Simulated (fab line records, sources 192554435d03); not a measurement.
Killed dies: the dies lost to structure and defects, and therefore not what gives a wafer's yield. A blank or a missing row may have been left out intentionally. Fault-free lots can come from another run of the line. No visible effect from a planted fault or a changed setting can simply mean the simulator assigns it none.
Split-lot experiment	flow n5Finfet	21 wafers read across 7 lots, on a route 1938 steps long

== ON THE SPLIT ==
At N5_BEOL_M15_PEB_26 (peb time 90 s), the setting pebTempC was moved away from the recipe's 130 C on 8 of the 21 wafers read, by -2.2% to +2.5%. For the rest of the wafers, this setting stayed at what the recipe calls for.

== FROM THE SPLIT TO THE READING: what the file shows between them, 2 steps ==
- N5_BEOL_M15_DEVELOP_27: develop time 45 s
- N5_BEOL_M15_HARDBAKE_32: time 120 s

== THE READING ==
Shown in nm: cdNm at N5_BEOL_M15_CD_MEAS_28, with target cd 407.6 nm. Typical for fault-free wafers on this fab line: 407.3 nm, with standard deviation 2.3 nm.

wafer	tool, chamber at the split	pebTempC as run, C	against the recipe	cdNm, nm	against lot-mates on the recipe
L075.1	lithoTrack-02, 0	130	recipe	407.4	-
L075.5	lithoTrack-02, 0	130	recipe	402.9	-
L075.6	lithoTrack-02, 0	130	recipe	405.9	-
L079.2	lithoTrack-02, 0	132.3	+1.8%	414.9	+7.2
L079.4	lithoTrack-02, 0	130	recipe	407.4	-
L079.6	lithoTrack-02, 0	130	recipe	407.9	-
L078.3	lithoTrack-05, 0	133.3	+2.5%	419.6	no lot-mate on the recipe
L078.5	lithoTrack-05, 0	133.3	+2.5%	417.6	no lot-mate on the recipe
L078.6	lithoTrack-05, 0	133.3	+2.5%	419.8	no lot-mate on the recipe
L085.1	lithoTrack-04, 0	130	recipe	406.3	-
L085.2	lithoTrack-04, 0	130	recipe	405.5	-
L085.3	lithoTrack-04, 0	130	recipe	404.8	-
L091.3	lithoTrack-04, 0	130	recipe	407.2	-
L091.4	lithoTrack-04, 0	127.1	-2.2%	390.7	-16.5
L091.5	lithoTrack-04, 0	127.1	-2.2%	390.9	-16.3
L093.3	lithoTrack-04, 0	130	recipe	407.6	-
L093.4	lithoTrack-04, 0	128.4	-1.2%	398.2	-9.4
L093.5	lithoTrack-04, 0	128.4	-1.2%	398.7	-8.9
L092.2	lithoTrack-05, 0	130	recipe	410.2	-
L092.3	lithoTrack-05, 0	130	recipe	410.5	-
L092.5	lithoTrack-05, 0	130	recipe	409.8	-

FIT RESULTS
A straight line over all 21 wafers: cdNm changes by +5.66 nm for each +1% of pebTempC; r = +0.96; the points scatter about the line by 2.3 nm.
The same after taking each lot's own level away (the mean of its wafers on the recipe; 18 wafers): +6.56 nm for each +1%; r = +0.97; scatter 1.5 nm.
That fit puts the effect of the largest move of pebTempC on the reading at 17 nm.
Across the lots, their own levels run from 405.40 to 410.17 nm, a range of 2.1 times the standard deviation given above.
So the slope is not independent of the lot-to-lot level: the two fits are not the same.
Check: -14.6 nm against its lot-mates is what the line predicts for one of the wafers moved furthest among these (-2.2%) when that wafer is left out of the fit. Against them it came out at -16.5 nm.

== FURTHER SPLITS ON THESE WAFERS ==
Note: prior to the reading, these wafers also went through further splits. Each is held against what the fit with the lots' levels taken away leaves over:
other split on the same wafers	wafers away from the commonest value	r with cdNm (lot level and that fit taken away)
N5_BEOL_M13_SPUTTER_43 timeS	3	+0.36
N5_BEOL_M13_SPUTTER_44 powerW	10	-0.21

== THE WHOLE CHAIN: every reading that the file lists as answering this split, in the file's order ==
step	what it does	reading	change (the file's fit)	r (the file's)
N5_BEOL_M15_CD_MEAS_28	target cd 407.6 nm	cdNm	+6.29 nm for each +1% of the setting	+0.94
N5_BEOL_M15_DESCUM_33	chemistry O2, time 7.9 s	BEOL_M15.cdNm (the simulator's own value, which no gauge read)	+6.41 nm for each +1% of the setting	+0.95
N5_BEOL_M15_ETCH_61	etches BARC in N2/H2, target depth 89 nm, overetch 26.7 nm, time 67.9 s	BEOL_M15.cdNm (the simulator's own value, which no gauge read)	+6.11 nm for each +1% of the setting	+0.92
N5_BEOL_M15_TRENCH_ETCH_34	etches SiO2 in C4F8/O2/Ar, target depth 872.93 nm, time 199 s	BEOL_M15.cdNm (the simulator's own value, which no gauge read)	+6.03 nm for each +1% of the setting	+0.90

== FILE'S OWN FIT ==
cdNm changes by +6.29 nm for each +1% of pebTempC, r = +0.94.
